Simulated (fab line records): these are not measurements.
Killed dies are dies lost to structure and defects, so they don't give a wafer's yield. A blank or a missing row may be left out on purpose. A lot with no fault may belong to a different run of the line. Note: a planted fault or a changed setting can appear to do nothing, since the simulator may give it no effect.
Split-lot study    flow n5-finfet    21 wafers read across 7 lots, on a route 1938 steps long

== ON THE SPLIT ==
At N5_BEOL_M0_SAQP_EXPOSE_11 (exposes mask M0 CORE, target cd 42 nm), the setting dose-mj was moved away from the recipe's 55 on 10 of the 21 wafers read, by -7.5% to +2.9%. All remaining wafers had this setting at the recipe value.

== FROM THE SPLIT TO THE READING: what the file shows between them, 2 steps ==
- N5_BEOL_M0_SAQP_PEB_12: peb time 60 s
- N5_BEOL_M0_SAQP_DEVELOP_13: develop time 30 s

== THE READING ==
cd-nm (nm) at N5_BEOL_M0_SAQP_CD_MEAS_14, where the cd target is 42.5 nm. On this fab line, fault-free wafers typically give 42.2 nm with a standard deviation of 0.45 nm.

wafer   tool, chamber at the split  dose-mj as run  against the recipe  cd-nm, nm  against lot-mates on the recipe
L074.1  arfi-scanner-01, 0          51.3            -6.7%               44.7       no lot-mate on the recipe
L074.2  arfi-scanner-01, 0          51.3            -6.7%               45.0       no lot-mate on the recipe
L074.5  arfi-scanner-01, 0          51.3            -6.7%               44.0       no lot-mate on the recipe
L075.1  arfi-scanner-03, 0          55              recipe              41.9       -
L075.2  arfi-scanner-03, 0          52.73           -4.1%               43.7       +1.9
L075.6  arfi-scanner-03, 0          55              recipe              41.8       -
L079.4  arfi-scanner-03, 0          55              recipe              42.4       -
L079.5  arfi-scanner-03, 0          55              recipe              42.4       -
L079.6  arfi-scanner-03, 0          55              recipe              42.4       -
L080.1  arfi-scanner-02, 0          56.59           +2.9%               41.6       -0.7
L080.4  arfi-scanner-02, 0          55              recipe              42.3       -
L080.5  arfi-scanner-02, 0          56.59           +2.9%               42.1       -0.2
L085.1  arfi-scanner-02, 0          51.57           -6.2%               43.8       +2.3
L085.3  arfi-scanner-02, 0          55              recipe              41.4       -
L085.6  arfi-scanner-02, 0          55              recipe              41.6       -
L087.1  arfi-scanner-03, 0          55              recipe              41.8       -
L087.3  arfi-scanner-03, 0          50.89           -7.5%               44.8       +2.6
L087.5  arfi-scanner-03, 0          55              recipe              42.6       -
L096.1  arfi-scanner-02, 0          51.27           -6.8%               44.7       +3.0
L096.3  arfi-scanner-02, 0          55              recipe              41.7       -
L096.4  arfi-scanner-02, 0          51.27           -6.8%               44.0       +2.3

THE FIT
A straight line over all 21 wafers: cd-nm changes by -0.323 nm for each +1% of dose-mj; r = -0.93; the points scatter about the line by 0.45 nm.
The same after taking each lot's own level away (the mean of its wafers on the recipe; 18 wafers): -0.348 nm for each +1%; r = -0.97; scatter 0.3 nm.
According to that fit, moving dose-mj by its largest amount changes the reading by 2.6 nm.
The lots' own levels span 41.50 to 42.40 nm, that is 2.0 times the standard deviation above.
Consequently the slope shifts little with the lot-to-lot level, the two slopes agreeing.
Check: +2.77 nm against its lot-mates is what the line predicts for one of the wafers moved furthest among these (-7.5%) when that wafer is left out of the fit. It came out at +2.6 nm against them.

== OTHER SPLITS APPLIED TO THESE WAFERS ==
Other splits were also applied to these wafers ahead of the reading. Each is held against what the fit with the lots' levels taken away leaves over:
other split on the same wafers        wafers away from the commonest value  r with cd-nm (lot level and that fit taken away)
N5_DUMMY_GATE_ETCH_31 target-depth-a  6                                     +0.47
N5_SD_EPI_N_DESCUM_14 time-s          8                                     -0.02
N5_HKMG_FIN_HK_ALD_01 ald-cycles      6                                     -0.27
N5_HKMG_FIN_EXPOSE_46 dose-mj         3                                     +0.25
N5_HKMG_FIN_ETCH_55 bias-w            6                                     -0.25
N5_GATE_CUT_ETCH_58 source-w          6                                     -0.52
N5_MOL_CONTACT_COAG_COAT_34 spin-rpm  8                                     -0.16
N5_BEOL_M0_SAQP_COAT_08 spin-rpm      7                                     -0.21

== THE FILE'S OWN FIT ==
cd-nm changes by -0.362 nm for each +1% of dose-mj, r = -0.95.
